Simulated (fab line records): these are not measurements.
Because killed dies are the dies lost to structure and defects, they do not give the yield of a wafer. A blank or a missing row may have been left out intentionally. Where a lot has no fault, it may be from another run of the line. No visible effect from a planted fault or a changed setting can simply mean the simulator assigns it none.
Problem report, 8D (eight disciplines) form, completed by code | flow n5-finfet | the parts of the form that need people (team, actions taken, sign-off) are left out

## 1. WHAT WENT WRONG
Wafers with no fault read 26000 W with a standard deviation of 4.8, whereas cathode-dc-power-W at N5_BEOL_M10_SPUTTER_48 reads a mean of 34756 W on 1 wafer of 1 lot. That is +99 or more standard deviations from the usual mean.
The step: material Cu, target thk 12 nm, time 2 s.
First seen on wafer L860.2, day 14 21:44, on pvd-sputter-02. The record has a number at this step for 15 wafers belonging to 5 lots. Rule for "out" (also "out of limits"): further than 4 standard deviations from the usual mean. All remaining wafers that have a number are taken as sound.

## 2. WHAT IT IS, WHAT IT ISN'T
question                    | is                 | is not
which readings at this step | cathode-dc-power-W | chamber-pressure-pa, substrate-temp-c, throttle-valve-pct
which lots                  | L860               | L845, L850, L862, L863
which wafers of those lots  | L860.2             | L860.3, L860.6
read on which tools         | pvd-sputter-02     | pvd-sputter-01, pvd-sputter-03
when                        | from day 14 21:44  | up to then (8 sound wafers); but 6 sound wafers of L862, L863 came after

## 3. THE SUSPECTS, EACH WITH WHAT RULES IT OUT
Counting: a tool at a process step up to the reading stays a suspect if it ran every lot that is out. Sound lots after the first of them don't rule it out here, since some wafers of a struck lot are sound.
- uv-cure-02 at N5_BEOL_M10_CURE_72 (cures SiCOH lowk, time 120 s): kept. It ran the lot that is out, L860 (day 14 20:23).
- pvd-sputter-01 at N5_BEOL_M10_DEGAS_44 (time 60 s): kept. It processed L860, the lot that is out, at day 14 20:51, and its most recent sound lot before then was L850 at day 11 21:21.
- pvd-sputter-01 at N5_BEOL_M10_PRE_CLEAN_45 (time 30 s): kept. It processed L860, the lot that is out, at day 14 20:53, and its most recent sound lot before then was L850 at day 11 21:23.
- ald-metal-02 at N5_BEOL_M10_ALD_74 (deposits TaN, target thk 2 nm, pulse time 2 s, purge time 3 s): kept. It processed L860, the lot that is out, at day 14 20:57, and its most recent sound lot before then was L850 at day 11 21:28.
- pvd-sputter-03 at N5_BEOL_M10_SURFACE_TREAT_76: kept. It ran the lot that is out, L860 (day 14 21:23).
- pvd-sputter-02 at N5_BEOL_M10_SPUTTER_48 (material Cu, target thk 12 nm, time 2 s): kept. It processed L860, the lot that is out, at day 14 21:44, and its most recent sound lot before then was L850 at day 11 22:15. On those wafers its own readings are out: cathode-dc-power-W.
- In ald-metal-02 at N5_BEOL_M10_ALD_74, the wafers that are out were processed in chamber 1 and their sound lot-mates in chambers 0, 3.
Left after counting: uv-cure-02 at N5_BEOL_M10_CURE_72, pvd-sputter-01 at N5_BEOL_M10_DEGAS_44, pvd-sputter-01 at N5_BEOL_M10_PRE_CLEAN_45, ald-metal-02 at N5_BEOL_M10_ALD_74, pvd-sputter-03 at N5_BEOL_M10_SURFACE_TREAT_76, pvd-sputter-02 at N5_BEOL_M10_SPUTTER_48.

## 4. THE CAUSE (what the simulator had put in)
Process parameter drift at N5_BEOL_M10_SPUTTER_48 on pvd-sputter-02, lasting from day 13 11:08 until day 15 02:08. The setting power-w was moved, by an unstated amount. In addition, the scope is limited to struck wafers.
Counting left 6 suspects, and this tool is among them.

## 5. THE EFFECT CHAIN, in route order
One row per reading whose mean, taken over the struck wafers that have a number, lies over 3 standard deviations from the usual. Scope: only readings with a usual standard deviation given in the record; hours: median across lots of the time from each lot's start at the first step in this table that gives one to its start at this step; sigmas: change in usual standard deviations.
hours | step                   | reading            | usual   | on struck wafers | change | sigmas
0     | N5_BEOL_M10_SPUTTER_48 | cathode-dc-power-W | 26000 W | 34756            | +8756  | +99 or more
Process steps it contains:
- N5_BEOL_M10_SPUTTER_48: material Cu, target thk 12 nm, time 2 s.

## 6. WHAT WOULD HAVE CAUGHT IT SOONER
The fault began at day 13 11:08; the first out-of-limits reading in this record came at day 14 21:44, 35 hours later.
